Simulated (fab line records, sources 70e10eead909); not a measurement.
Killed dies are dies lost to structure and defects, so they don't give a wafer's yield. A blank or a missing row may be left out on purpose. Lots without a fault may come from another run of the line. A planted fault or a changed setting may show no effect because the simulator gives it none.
fab line records | flow nand_harc
record lots=24 wafers=72 last_day=25
route steps=1159 shown A_SGD_CUT@760 A_SLIT@779
lots that met no fault: from a run of the same line without faults
start_h: hours from the record's first day to the start of the lot's first wafer shown | wait_h: hours since the lot's step before | " the same as in the row above | L1.1+2: a row that stands for several wafers | - no value, or no start given | * or withheld: withheld | < > ~ a bound
route shown NAME@n: a module of which the file shows steps, and the number in the route of the first | usual: mean/standard deviation of fault-free wafers | same: alike in all rows | chamber/n: place in a boat | sites: the reading at each site | _std_site: their standard deviation | _edge_site: outer sites' mean less inner sites' | radius_mm: how far each site lies from the wafer's centre | mask NAME#n: copy n | behind: the tool/chamber that last shaped the wafer | hold: why the lot was held/for how many hours/how that ended | device: the transistor (n, p or np) that didn't switch | end of line: the same wafers' tests at the end of the route | a step without rows: its recipe alone | killed: dies lost to structure and defects at the first sort, not the wafer's yield | map: a wafer's dies, x killed, . not, _ none there
set.NAME: the setting as run; set.NAME@STEP: as run at that earlier step | model.NAME: the simulator's own value behind a step, which no gauge read
steps of the route over a sample of lots; a table a step, a row a wafer
services: from which hour (start_h, from the record's first day; less than 0 if before it) a tool's chamber was out of use, for how many hours, and why
## steps
# step NHARC_A_SGD_CUT_INSPECT_11
# usual raw_defect_count=20/9.2
# columns lot.wafer tool chamber start_h wait_h raw_defect_count
L074.1 defect_inspect-02 - 291.87 0.0 18
L074.3 " - " " 16
L074.6 " - " " 20
L076.2 defect_inspect-01 - 320.24 0.0 9
L076.4 " - " " 9
L076.6 " - " " 8
L075.2 defect_inspect-01 - 320.64 0.0 11
L075.3 " - " " 7
L075.5 " - " " 7
L077.3 defect_inspect-01 - 320.80 0.0 15
L077.4 " - " " 21
L077.6 " - " " 15
L078.2 defect_inspect-01 - 332.98 0.0 23
L078.4 " - " " 16
L078.5 " - " " 15
L079.2 defect_inspect-01 - 333.32 0.0 19
L079.3 " - " " 15
L079.4 " - " " 18
L080.2 defect_inspect-02 - 350.96 0.0 7
L080.3 " - " " 7
L080.5 " - " " 12
L081.1 defect_inspect-02 - 351.18 0.0 24
L081.3 " - " " 32
L081.5 " - " " 21
L084.3 defect_inspect-01 - 369.34 0.0 7
L084.4 " - " " 9
L084.6 " - " " 10
L082.1 defect_inspect-01 - 370.33 0.0 20
L082.3 " - " " 18
L082.5 " - " " 26
L083.1 defect_inspect-02 - 370.63 0.0 31
L083.3 " - " " 25
L083.6 " - " " 18
L085.1 defect_inspect-02 - 378.76 0.0 31
L085.2 " - " " 33
L085.4 " - " " 34
L086.1 defect_inspect-02 - 390.44 0.0 12
L086.3 " - " " 10
L086.6 " - " " 14
L088.2 defect_inspect-02 - 390.78 0.0 20
L088.4 " - " " 16
L088.5 " - " " 20
L087.2 defect_inspect-01 - 390.95 0.0 30
L087.3 " - " " 29
L087.5 " - " " 33
L090.2 defect_inspect-02 - 401.51 0.0 33
L090.5 " - " " 27
L090.6 " - " " 25
L089.1 defect_inspect-02 - 401.89 0.0 18
L089.3 " - " " 8
L089.6 " - " " 9
L092.1 defect_inspect-01 - 402.04 0.0 9
L092.3 " - " " 7
L092.4 " - " " 12
L091.1 defect_inspect-01 - 411.93 0.0 29
L091.3 " - " " 26
L091.6 " - " " 28
L093.1 defect_inspect-02 - 431.33 0.0 43
L093.5 " - " " 32
L093.6 " - " " 42
L095.1 defect_inspect-01 - 431.72 0.0 35
L095.3 " - " " 25
L095.4 " - " " 39
L094.1 defect_inspect-02 - 432.69 0.0 18
L094.2 " - " " 12
L094.4 " - " " 23
L097.2 defect_inspect-02 - 444.18 0.0 15
L097.4 " - " " 16
L097.5 " - " " 13
L096.2 defect_inspect-02 - 452.81 0.0 18
L096.5 " - " " 10
L096.6 " - " " 16
# step NHARC_A_SGD_CUT_DESCUM_14
# recipe time_s=3 o2_flow_sccm=200 ar_flow_sccm=0 bias_power_w=0 chemistry=O2
# usual drypump_motor_current_A=5.6/0.47 o2_flow_sccm=200.1/0.67 oes_product_au=1.004/0.012 rf_vpp_V=57.6/0.81 showerhead_plenum_p_Torr=1.90/0.079 throttle_valve_pct=11.311/0.0091
# columns lot.wafer tool chamber start_h wait_h drypump_motor_current_A o2_flow_sccm oes_product_au rf_hours_counter_h rf_vpp_V showerhead_plenum_p_Torr throttle_valve_pct
L074.1 rie_diel-03 1 291.93 0.1 5.7 200.6 1.018 7 56.3 1.79 11.307
L074.3 " 0 " " 6.1 199.5 1.007 8 58.2 1.85 11.295
L074.6 " 1 " " 5.7 200.8 1.027 - 57.6 1.79 11.315
L076.4 rie_diel-03 1 320.30 0.1 5.7 199.0 1.025 11 56.8 1.79 11.299
L076.2 " 3 " " 5.0 199.7 0.998 11 58.6 1.92 11.324
L076.6 " 1 " " 5.7 199.0 1.033 - 58.0 1.79 11.285
L075.2 rie_diel-08 3 320.70 0.1 5.4 199.4 1.006 1 57.3 1.84 11.306
L075.3 " 1 " " 6.2 201.7 1.007 0 57.4 1.89 11.313
L075.5 " 0 " " 6.4 201.4 1.002 - 57.0 2.01 11.317
L077.4 rie_diel-02 1 320.87 0.1 5.7 201.5 1.002 9 57.0 1.96 11.310
L077.3 " 2 " " 5.6 199.5 0.999 12 57.1 2.01 11.297
L077.6 " 1 " " 5.7 200.6 1.011 - 57.0 1.96 11.314
L078.4 rie_diel-08 1 333.05 0.1 6.2 199.4 1.007 1 56.5 1.89 11.321
L078.2 " 2 " " 5.2 200.5 1.003 1 57.8 1.80 11.315
L078.5 " 0 " " 6.4 200.0 1.003 - 59.1 2.00 11.298
L079.3 rie_diel-03 3 333.40 0.1 4.9 200.1 0.995 12 57.5 1.92 11.317
L079.2 " 0 " " 6.1 200.5 0.997 13 57.1 1.85 11.315
L079.4 " 1 " " 5.7 200.9 1.032 13 57.3 1.79 11.304
L080.2 rie_diel-02 3 351.02 0.1 4.8 201.1 1.014 0 57.4 2.01 11.316
L080.3 " 2 " " 5.6 200.8 0.987 0 57.7 2.01 11.308
L080.5 " 3 " " 4.8 199.9 0.998 - 57.8 2.01 11.311
L081.3 rie_diel-08 0 351.26 0.1 6.4 198.6 0.993 3 58.3 2.00 11.312
L081.1 " 1 " " 6.2 199.0 0.996 3 56.8 1.89 11.299
L081.5 " 2 " " 5.2 199.6 1.000 - 57.7 1.80 11.326
L084.3 rie_diel-03 2 369.40 0.1 5.8 200.3 1.026 13 58.3 1.82 11.304
L084.4 " 0 " " 6.1 199.6 0.997 16 57.3 1.85 11.293
L084.6 " 3 " " 4.9 198.9 0.995 - 58.0 1.92 11.306
L082.1 rie_diel-08 3 370.39 0.1 5.4 199.7 1.013 6 57.5 1.84 11.319
L082.3 " 1 " " 6.2 200.2 1.018 5 57.7 1.89 11.322
L082.5 " 0 " " 6.4 200.7 0.984 - 57.7 2.00 11.308
L083.3 rie_diel-03 2 370.69 0.1 5.8 200.1 1.022 13 57.4 1.82 11.303
L083.1 " 1 " " 5.7 201.4 1.034 16 57.4 1.79 11.310
L083.6 " 2 " " 5.8 199.5 1.022 - 56.4 1.82 11.305
L085.2 rie_diel-02 3 378.82 0.1 4.8 200.2 1.024 2 59.2 2.01 11.302
L085.1 " 0 " " 5.5 200.1 0.995 3 57.9 1.96 11.300
L085.4 " 2 " " 5.6 200.6 0.998 2 58.2 2.01 11.324
L086.1 rie_diel-03 3 390.50 0.1 4.9 199.1 1.002 18 58.8 1.92 11.305
L086.3 " 2 " " 5.8 200.5 1.019 15 56.9 1.82 11.320
L086.6 " 3 " " 4.9 198.9 1.002 - 58.0 1.92 11.312
L088.4 rie_diel-08 0 390.86 0.1 6.4 199.3 1.007 8 57.8 2.00 11.329
L088.2 " 1 " " 6.2 200.2 1.008 7 58.9 1.89 11.309
L088.5 " 3 " " 5.4 200.3 1.002 - 59.4 1.84 11.301
L087.3 rie_diel-02 0 391.03 0.1 5.5 199.7 1.003 4 57.8 1.95 11.316
L087.2 " 1 " " 5.7 200.8 0.996 5 58.1 1.96 11.321
L087.5 " 2 " " 5.6 200.2 1.008 - 58.3 2.01 11.301
L090.2 rie_diel-03 3 401.58 0.1 4.9 200.5 0.990 0 59.1 1.92 11.329
L090.5 " 1 " " 5.7 200.4 1.017 - 55.6 1.79 11.295
L090.6 " 2 " " 5.8 200.3 1.024 - 57.0 1.82 11.322
L089.1 rie_diel-02 3 401.96 0.1 4.8 200.4 1.006 5 58.5 2.01 11.317
L089.3 " 0 " " 5.5 200.0 0.993 6 55.6 1.95 11.318
L089.6 " 3 " " 4.8 200.8 1.013 - 57.8 2.01 11.322
L092.3 rie_diel-03 1 402.10 0.1 5.7 200.3 1.015 0 56.5 1.79 11.316
L092.4 " 2 " " 5.9 199.6 1.024 0 57.5 1.82 11.306
L092.1 " 3 " " 4.9 199.5 0.996 0 57.0 1.92 11.307
L091.3 rie_diel-08 1 412.00 0.1 6.2 199.8 1.023 10 58.1 1.89 11.313
L091.1 " 2 " " 5.2 200.9 0.994 11 57.4 1.80 11.311
L091.6 " 2 " " 5.2 199.9 0.992 - 55.9 1.80 11.328
L093.1 rie_diel-02 3 431.41 0.1 4.8 200.3 1.016 6 57.7 2.01 11.299
L093.6 " 1 " " 5.8 198.6 0.999 - 58.0 1.95 11.312
L093.5 " 2 " " 5.6 199.4 1.005 - 58.2 2.01 11.303
L095.3 rie_diel-03 0 431.78 0.1 6.2 199.4 1.009 3 58.2 1.85 11.309
L095.1 " 2 " " 5.8 200.8 1.014 3 58.6 1.82 11.300
L095.4 " 3 " " 4.9 200.1 0.996 2 57.9 1.92 11.306
L094.2 rie_diel-02 1 432.76 0.1 5.7 199.3 0.995 8 57.9 1.95 11.309
L094.4 " 2 " " 5.6 199.0 0.989 6 58.7 2.01 11.311
L094.1 " 3 " " 4.8 199.8 1.005 6 58.4 2.01 11.323
L097.2 rie_diel-03 3 444.25 0.1 4.9 200.9 0.999 3 58.1 1.92 11.302
L097.4 " 1 " " 5.7 199.8 1.018 4 56.9 1.78 11.319
L097.5 " 2 " " 5.8 200.7 1.017 - 57.2 1.82 11.331
L096.2 rie_diel-03 0 452.89 0.1 6.1 200.8 0.985 5 59.4 1.85 11.310
L096.5 " 2 " " 5.8 200.5 1.014 - 57.1 1.82 11.306
L096.6 " 3 " " 4.9 200.9 1.006 - 56.9 1.92 11.309
# step NHARC_A_SGD_CUT_CMP_21
# recipe target_thk_nm=148.19
# usual motor_current_A=11.6/1.2 slurry_filter_dp_kPa=13.49/0.13 time_to_endpoint_s=50/3.3
# columns lot.wafer tool chamber start_h wait_h motor_current_A slurry_filter_dp_kPa time_to_endpoint_s
L074.1 cmp-03 2 296.25 0.4 11.6 13.66 47
L074.3 " 0 " " 10.4 13.28 50
L074.6 " 2 " " 11.2 13.56 52
L076.4 cmp-01 2 325.76 0.4 11.1 13.64 48
L076.2 " 0 " " 12.1 13.12 46
L076.6 " 2 " " 10.6 13.52 45
L077.3 cmp-03 2 325.81 0.4 11.2 13.42 46
L077.4 " 3 " " 11.4 13.63 46
L077.6 " 0 " " 10.4 13.44 49
L075.3 cmp-01 0 325.91 0.5 11.4 13.69 47
L075.2 " 3 " " 13.2 13.66 46
L075.5 " 1 " " 9.7 13.55 49
L078.4 cmp-02 3 340.27 0.4 10.5 13.36 48
L078.2 " 0 " " 13.1 13.31 54
L078.5 " 0 " " 13.7 13.43 50
L079.3 cmp-03 0 340.27 0.4 10.8 13.63 48
L079.4 " 2 " " 11.4 13.41 50
L079.2 " 3 " " 11.4 13.78 47
L080.3 cmp-01 0 356.49 0.4 11.6 13.45 48
L080.2 " 3 " " 13.7 13.35 53
L080.5 " 1 " " 9.7 13.54 55
L081.1 cmp-03 2 356.56 0.4 11.0 13.41 50
L081.3 " 1 " " 12.5 13.49 56
L081.5 " 3 " " 11.5 13.41 43
L084.4 cmp-01 3 374.90 0.4 13.3 13.49 46
L084.3 " 0 " " 11.9 13.53 45
L084.6 " 2 " " 10.4 13.55 45
L082.1 cmp-02 1 374.90 0.4 13.1 13.55 48
L082.3 " 2 " " 12.2 13.55 46
L082.5 " 3 " " 9.8 13.46 49
L083.3 cmp-01 1 375.05 0.6 10.4 13.55 51
L083.1 " 2 " " 10.8 13.30 46
L083.6 " 3 " " 14.0 13.40 51
L085.2 cmp-01 1 388.10 0.4 9.8 13.58 55
L085.1 " 2 " " 10.7 13.51 47
L085.4 " 0 " " 12.2 13.52 49
L087.3 cmp-01 3 396.17 0.4 13.0 13.59 55
L087.2 " 2 " " 9.9 13.43 50
L087.5 " 3 " " 13.8 13.51 53
L088.4 cmp-02 3 396.20 0.4 10.2 13.59 49
L088.2 " 0 " " 13.2 13.58 53
L088.5 " 2 " " 11.3 13.64 46
L086.3 cmp-03 2 396.20 0.4 10.6 13.38 49
L086.1 " 3 " " 11.7 13.34 47
L086.6 " 1 " " 13.0 13.41 55
L090.2 cmp-03 0 407.18 0.4 10.3 13.43 51
L090.5 " 0 " " 10.6 13.33 50
L090.6 " 1 " " 11.8 13.62 51
L089.3 cmp-02 3 407.19 0.4 9.8 13.53 47
L089.1 " 2 " " 12.3 13.53 48
L089.6 " 3 " " 9.8 13.69 48
L092.4 cmp-01 0 407.24 0.4 11.5 13.29 53
L092.1 " 1 " " 10.2 13.58 57
L092.3 " 2 " " 10.0 13.62 52
L091.3 cmp-01 1 417.75 0.4 10.1 13.41 55
L091.1 " 2 " " 11.0 13.49 50
L091.6 " 2 " " 10.4 13.66 50
L093.1 cmp-02 0 437.08 0.4 13.9 13.38 53
L093.5 " 0 " " 12.7 13.33 52
L093.6 " 1 " " 13.3 13.42 52
L095.4 cmp-01 2 437.10 0.4 10.6 13.71 49
L095.1 " 3 " " 13.8 13.68 52
L095.3 " 1 " " 10.0 13.75 52
L094.4 cmp-03 2 437.13 0.4 11.4 13.71 47
L094.1 " 0 " " 10.8 13.27 51
L094.2 " 1 " " 11.9 13.56 51
L097.2 cmp-01 2 451.38 0.4 11.1 13.51 49
L097.4 " 0 " " 11.9 13.39 50
L097.5 " 2 " " 10.5 13.41 50
L096.2 cmp-01 3 457.87 0.4 13.1 13.41 53
L096.5 " 3 " " 13.3 13.51 52
L096.6 " 0 " " 11.5 13.54 51
# step NHARC_A_SGD_CUT_THK_MEAS_22
# recipe thk_meas_gauge=ellipsometry
# usual thk_nm=148.2/1.5
# columns lot.wafer tool chamber start_h wait_h thk_nm
L074.1 film_metro-02 - 296.50 0.2 147.6
L074.3 " - " " 148.0
L074.6 " - " " 148.5
L076.2 film_metro-02 - 326.01 0.2 147.7
L076.4 " - " " 147.9
L076.6 " - " " 145.0
L077.3 film_metro-01 - 326.01 0.2 149.1
L077.4 " - " " 144.5
L077.6 " - " " 147.9
L075.2 film_metro-02 - 326.16 0.2 148.0
L075.3 " - " " 148.0
L075.5 " - " " 147.2
L078.2 film_metro-02 - 340.52 0.2 148.6
L078.4 " - " " 148.7
L078.5 " - " " 149.8
L079.2 film_metro-01 - 340.53 0.2 144.2
L079.3 " - " " 146.7
L079.4 " - " " 147.9
L080.2 film_metro-01 - 356.75 0.2 149.6
L080.3 " - " " 148.9
L080.5 " - " " 147.2
L081.1 film_metro-02 - 356.82 0.2 148.8
L081.3 " - " " 148.6
L081.5 " - " " 147.7
L082.1 film_metro-01 - 375.11 0.2 148.1
L082.3 " - " " 148.2
L082.5 " - " " 148.7
L084.3 film_metro-02 - 375.11 0.2 148.2
L084.4 " - " " 147.0
L084.6 " - " " 147.8
L083.1 film_metro-01 - 375.26 0.2 147.5
L083.3 " - " " 145.9
L083.6 " - " " 148.4
L085.1 film_metro-02 - 388.35 0.2 148.7
L085.2 " - " " 150.3
L085.4 " - " " 147.5
L088.2 film_metro-01 - 396.43 0.2 148.4
L088.4 " - " " 146.9
L088.5 " - " " 147.0
L087.2 film_metro-02 - 396.43 0.2 149.4
L087.3 " - " " 147.8
L087.5 " - " " 148.6
L086.1 film_metro-01 - 396.44 0.2 145.4
L086.3 " - " " 148.0
L086.6 " - " " 147.6
L090.2 film_metro-01 - 407.44 0.2 147.8
L090.5 " - " " 148.3
L090.6 " - " " 149.8
L089.1 film_metro-02 - 407.44 0.2 146.4
L089.3 " - " " 145.7
L089.6 " - " " 145.3
L092.1 film_metro-02 - 407.47 0.2 148.2
L092.3 " - " " 149.1
L092.4 " - " " 145.8
L091.1 film_metro-01 - 418.01 0.2 148.7
L091.3 " - " " 151.5
L091.6 " - " " 147.9
L093.1 film_metro-01 - 437.33 0.2 147.4
L093.5 " - " " 149.5
L093.6 " - " " 147.4
L095.1 film_metro-02 - 437.36 0.2 146.9
L095.3 " - " " 147.4
L095.4 " - " " 149.9
L094.1 film_metro-01 - 437.38 0.2 150.3
L094.2 " - " " 151.1
L094.4 " - " " 148.8
L097.2 film_metro-01 - 451.64 0.2 149.6
L097.4 " - " " 149.0
L097.5 " - " " 147.5
L096.2 film_metro-02 - 458.13 0.2 148.3
L096.5 " - " " 149.4
L096.6 " - " " 151.2
# step NHARC_A_SGD_CUT_ETCHBACK_24
# recipe target_depth_a=500 over_etch_frac=0.3 time_s=92.857 ion_energy_ev=120 ch3f_flow_sccm=50 o2_flow_sccm=30 ar_flow_sccm=200 rf_w=500 bias_w=100 chemistry=CH3F/O2
# usual drypump_motor_current_A=5.5/0.43 o2_flow_sccm=30.00/0.096 oes_product_au=0.97/0.035 rf_fwd_power_W=495.8/1.9 rf_vpp_V=244.6/1.6 showerhead_plenum_p_Torr=2.48/0.095 throttle_valve_pct=20.664/0.0085
# same over_etch_frac=0.3
# columns lot.wafer tool chamber start_h wait_h drypump_motor_current_A o2_flow_sccm oes_product_au rf_fwd_power_W rf_hours_counter_h rf_vpp_V showerhead_plenum_p_Torr throttle_valve_pct
L074.1 rie_diel-02 1 296.75 0.2 5.7 29.98 1.01 496.5 8 243.4 2.51 20.680
L074.3 " 3 " " 4.8 29.99 1.00 493.6 - 247.8 2.58 20.667
L074.6 " 1 " " 5.7 30.03 1.01 496.0 - 245.0 2.51 20.661
L077.4 rie_diel-02 2 326.28 0.2 5.6 30.07 0.96 492.6 12 246.0 2.58 20.659
L077.3 " 3 " " 4.8 30.01 0.97 498.5 12 246.4 2.58 20.664
L077.6 " 2 " " 5.6 30.01 0.96 491.8 - 246.0 2.58 20.653
L076.2 rie_diel-03 1 326.29 0.1 5.7 29.97 0.95 496.9 12 242.0 2.30 20.661
L076.4 " 0 " " 6.2 29.90 0.93 494.5 12 243.3 2.38 20.678
L076.6 " 1 " " 5.7 29.85 0.95 496.7 - 243.2 2.30 20.673
L075.2 rie_diel-08 3 326.47 0.2 5.4 30.11 0.93 497.5 1 242.0 2.37 20.659
L075.3 " 0 " " 6.4 30.05 0.93 496.7 1 246.6 2.57 20.670
L075.5 " 1 " " 6.2 29.94 0.96 494.6 - 244.5 2.43 20.656
L078.4 rie_diel-02 0 340.75 0.2 5.5 29.75 0.99 497.4 0 244.7 2.51 20.675
L078.2 " 2 " " 5.6 29.99 1.00 494.0 0 246.4 2.58 20.673
L078.5 " 0 " " 5.5 30.05 1.00 495.4 - 244.4 2.51 20.664
L079.4 rie_diel-03 3 340.75 0.1 4.9 29.96 0.92 494.0 13 244.1 2.47 20.663
L079.3 " 0 " " 6.1 29.93 0.93 495.1 13 243.1 2.38 20.663
L079.2 " 2 " " 5.9 30.03 0.95 498.9 11 243.0 2.35 20.660
L080.2 rie_diel-02 2 356.97 0.1 5.6 29.94 0.92 494.9 1 244.9 2.58 20.666
L080.3 " 3 " " 4.8 29.83 0.94 496.9 1 246.7 2.58 20.661
L080.5 " 3 " " 4.8 29.88 0.94 493.4 - 245.8 2.58 20.665
L081.3 rie_diel-03 3 357.08 0.2 4.9 30.02 0.99 492.4 15 243.4 2.47 20.658
L081.1 " 0 " " 6.1 30.06 0.99 497.6 15 243.5 2.38 20.663
L081.5 " 2 " " 5.8 30.10 1.02 496.2 - 241.7 2.35 20.672
L082.1 rie_diel-02 2 375.34 0.1 5.5 30.09 1.00 496.7 2 245.5 2.57 20.661
L082.3 " 3 " " 4.8 30.01 1.03 495.9 2 246.3 2.58 20.667
L082.5 " 2 " " 5.6 30.10 1.00 495.2 - 245.1 2.57 20.656
L084.3 rie_diel-03 1 375.38 0.2 5.7 30.16 0.95 495.0 17 242.4 2.30 20.680
L084.4 " 2 " " 5.8 29.98 0.94 495.6 - 243.2 2.35 20.669
L084.6 " 3 " " 4.9 30.16 0.92 494.4 - 245.7 2.46 20.660
L083.3 rie_diel-08 3 375.49 0.2 5.4 29.97 1.01 498.3 7 242.8 2.37 20.662
L083.1 " 0 " " 6.4 29.98 0.99 498.1 6 245.4 2.57 20.651
L083.6 " 2 " " 5.2 30.12 0.99 496.4 - 242.6 2.32 20.664
L085.1 rie_diel-02 2 388.59 0.2 5.6 30.04 0.93 494.8 3 246.3 2.57 20.660
L085.2 " 3 " " 4.8 29.96 0.93 494.5 3 246.1 2.58 20.671
L085.4 " 0 " " 5.5 29.98 0.92 497.2 4 244.5 2.51 20.668
L087.3 rie_diel-02 0 396.66 0.2 5.5 29.97 0.93 495.4 5 244.1 2.51 20.669
L087.2 " 1 " " 5.7 30.17 0.92 493.8 5 245.9 2.51 20.667
L087.5 " 0 " " 5.5 29.98 0.93 495.4 - 244.8 2.51 20.661
L086.1 rie_diel-02 3 396.74 0.2 4.8 30.09 1.00 493.7 4 246.5 2.58 20.678
L086.3 " 0 " " 5.5 29.98 1.00 498.9 5 243.5 2.51 20.669
L086.6 " 0 " " 5.5 29.95 1.00 499.3 - 246.4 2.51 20.674
L088.4 rie_diel-08 3 396.75 0.2 5.4 30.05 0.94 497.9 9 243.2 2.36 20.662
L088.2 " 0 " " 6.4 29.87 0.92 497.0 9 246.4 2.57 20.656
L088.5 " 2 " " 5.2 30.09 0.91 496.1 - 240.9 2.32 20.655
L090.2 rie_diel-02 1 407.68 0.1 5.7 29.94 1.00 494.4 6 245.1 2.51 20.648
L090.5 " 0 " " 5.5 30.01 0.99 495.8 - 245.7 2.51 20.658
L090.6 " 1 " " 5.7 29.83 0.99 493.8 - 245.5 2.51 20.676
L089.3 rie_diel-03 2 407.69 0.2 5.8 30.04 1.03 498.1 1 243.2 2.35 20.649
L089.1 " 0 " " 6.1 29.89 1.00 494.6 1 244.3 2.38 20.672
L089.6 " 2 " " 5.8 29.90 1.03 496.5 - 242.9 2.35 20.679
L092.4 rie_diel-02 3 407.75 0.2 4.8 30.04 1.01 497.2 5 246.1 2.58 20.657
L092.1 " 0 " " 5.5 29.85 1.00 499.4 6 245.8 2.51 20.658
L092.3 " 2 " " 5.6 30.02 0.99 495.6 5 246.3 2.57 20.661
L091.1 rie_diel-02 0 418.23 0.1 5.5 29.87 1.00 499.5 7 244.3 2.51 20.662
L091.3 " 1 " " 5.7 29.94 1.00 495.8 7 244.2 2.51 20.672
L091.6 " 1 " " 5.7 30.06 1.00 495.3 - 244.5 2.51 20.667
L093.1 rie_diel-02 2 437.56 0.1 5.5 29.93 0.91 495.1 7 246.2 2.57 20.662
L093.5 " 2 " " 5.6 30.00 0.92 494.2 - 245.4 2.57 20.670
L093.6 " 3 " " 4.8 30.05 0.93 495.3 - 245.3 2.58 20.659
L095.4 rie_diel-02 0 437.64 0.2 5.5 29.98 1.00 495.2 8 246.6 2.51 20.679
L095.1 " 2 " " 5.6 30.10 0.99 494.3 7 246.3 2.57 20.668
L095.3 " 3 " " 4.8 29.92 1.01 494.2 7 246.6 2.58 20.639
L094.4 rie_diel-08 0 437.72 0.2 6.4 30.04 1.00 497.1 14 245.8 2.57 20.654
L094.2 " 1 " " 6.2 29.98 1.02 496.9 13 243.2 2.43 20.658
L094.1 " 2 " " 5.2 29.89 1.00 501.1 13 243.1 2.32 20.663
L097.2 rie_diel-02 1 451.87 0.1 5.7 30.03 1.00 495.2 9 243.7 2.51 20.668
L097.4 " 2 " " 5.6 29.93 1.00 496.0 8 246.4 2.57 20.673
L097.5 " 0 " " 5.5 30.19 1.00 498.0 - 245.1 2.51 20.650
L096.2 rie_diel-08 2 458.38 0.2 5.2 30.07 0.97 499.5 15 243.0 2.32 20.651
L096.6 " 0 " " 6.4 29.98 0.96 495.6 - 246.2 2.57 20.669
L096.5 " 1 " " 6.2 29.85 0.97 495.6 - 245.9 2.43 20.668
# step NHARC_A_SLIT_DEP_25
# recipe target_thk_a=2000 temp_c=400 pressure_torr=6.5 rf_w=900 teos_flow_sccm=161.4 flow_sccm=2650 target_thk_nm=200 gas=O2 material=SiO2
# usual heater_power_w=587/78 rf_fwd_power_W=897.9/2.7 throttle_valve_pct=15.9/0.6
# columns lot.wafer tool chamber start_h wait_h heater_power_w rf_fwd_power_W throttle_valve_pct
L074.3 pecvd-02 2 297.14 0.1 511 893.2 16.0
L074.1 " 0 " " 602 896.6 16.8
L074.6 " 2 " " 526 895.7 15.8
L076.2 pecvd-04 0 326.63 0.1 619 899.2 15.2
L076.6 " 0 " " 650 899.4 14.8
L076.4 " 1 " " 726 896.4 15.5
L077.3 pecvd-02 1 326.67 0.1 647 899.4 16.8
L077.6 " 2 " " 510 898.3 15.6
L077.4 " 0 " " 622 896.3 16.9
L075.2 pecvd-02 2 326.86 0.2 501 899.7 15.9
L075.3 " 0 " " 606 898.4 16.9
L075.5 " 1 " " 550 898.7 16.3
L078.2 pecvd-04 2 341.15 0.2 529 902.5 15.8
L078.5 " 1 " " 699 898.0 15.7
L078.4 " 0 " " 592 895.4 15.0
L079.3 pecvd-01 0 341.22 0.2 725 893.3 16.3
L079.2 " 1 " " 527 900.7 15.3
L079.4 " 0 " " 736 895.9 16.2
L080.3 pecvd-01 0 357.28 0.1 703 898.8 16.2
L080.2 " 2 " " 592 902.9 16.5
L080.5 " 0 " " 704 895.3 16.3
L081.1 pecvd-04 1 357.36 0.1 608 898.3 15.9
L081.3 " 2 " " 529 902.0 16.2
L081.5 " 0 " " 604 900.2 15.0
L084.3 pecvd-04 0 375.85 0.2 651 891.9 15.3
L084.4 " 1 " " 736 899.4 15.9
L084.6 " 2 " " 498 898.8 16.2
L082.3 pecvd-01 1 375.89 0.3 529 897.9 15.4
L082.1 " 2 " " 645 895.5 16.4
L082.5 " 0 " " 692 895.0 16.3
L083.1 pecvd-02 2 376.01 0.3 496 897.5 14.9
L083.3 " 0 " " 578 897.7 16.5
L083.6 " 2 " " 497 894.0 15.0
L085.1 pecvd-02 0 388.89 0.1 651 897.8 16.7
L085.2 " 1 " " 645 900.4 16.2
L085.4 " 2 " " 442 900.6 15.1
L087.2 pecvd-04 0 397.00 0.1 632 902.0 14.6
L087.3 " 2 " " 510 899.0 15.5
L087.5 " 2 " " 526 898.6 15.5
L086.1 pecvd-01 0 397.05 0.1 689 894.1 16.6
L086.3 " 1 " " 455 895.7 15.4
L086.6 " 0 " " 678 898.6 16.3
L088.2 pecvd-02 2 397.20 0.1 531 898.9 15.1
L088.4 " 2 " " 533 899.0 14.8
L088.5 " 0 " " 571 900.5 16.3
L089.1 pecvd-02 0 408.01 0.1 630 894.8 16.4
L089.3 " 1 " " 639 898.3 16.3
L089.6 " 1 " " 652 903.1 16.5
L090.2 pecvd-04 1 408.05 0.1 637 903.6 15.4
L090.5 " 1 " " 634 901.4 15.8
L090.6 " 2 " " 400 903.6 15.7
L092.3 pecvd-01 2 408.20 0.2 610 899.4 16.4
L092.1 " 0 " " 684 900.4 16.4
L092.4 " 0 " " 694 893.9 16.3
L091.1 pecvd-02 2 418.58 0.1 526 898.7 15.1
L091.3 " 0 " " 578 893.6 16.3
L091.6 " 0 " " 568 892.9 16.5
L093.1 pecvd-01 1 437.94 0.1 527 897.2 15.3
L093.6 " 2 " " 647 897.3 16.4
L093.5 " 0 " " 669 896.3 16.0
L095.1 pecvd-04 2 438.13 0.2 429 895.5 15.3
L095.3 " 0 " " 571 894.5 14.8
L095.4 " 1 " " 740 899.8 15.8
L094.1 pecvd-01 1 438.17 0.2 475 895.1 15.3
L094.2 " 0 " " 749 895.8 15.9
L094.4 " 0 " " 762 897.0 16.1
L097.2 pecvd-04 2 452.21 0.1 557 898.8 15.8
L097.4 " 2 " " 415 896.4 15.5
L097.5 " 0 " " 583 894.5 14.9
L096.2 pecvd-02 0 458.90 0.3 587 892.6 16.5
L096.5 " 1 " " 551 898.6 16.6
L096.6 " 2 " " 546 897.9 15.3
## services
# columns tool chamber start_h hours kind
rie_diel-02 3 274.58 4.6 repair
rie_diel-03 2 275.09 32.2 repair
cmp-01 - 277.50 4.0 pm
rie_diel-02 0 292.66 4.6 repair
pecvd-02 - 295.20 1.4 repair
rie_diel-02 2 296.38 8.7 repair
pecvd-02 2 301.69 23.6 repair
rie_diel-08 - 309.27 9.0 pm
rie_diel-08 1 323.94 2.4 repair
rie_diel-02 - 327.70 9.0 pm
pecvd-02 - 334.00 13.0 pm
cmp-01 - 337.01 5.5 repair
rie_diel-03 0 371.77 9.1 repair
cmp-01 - 375.55 4.0 pm
pecvd-04 - 376.58 13.0 pm
cmp-01 - 381.48 2.6 repair
rie_diel-03 - 392.30 9.0 pm
rie_diel-08 3 403.36 9.2 repair
rie_diel-03 3 405.50 7.8 repair
pecvd-04 - 410.43 0.7 repair
cmp-01 - 425.09 2.2 repair
pecvd-02 - 435.24 22.6 repair
rie_diel-03 - 453.29 2.3 repair
cmp-01 - 454.98 1.2 repair
## key
fault none
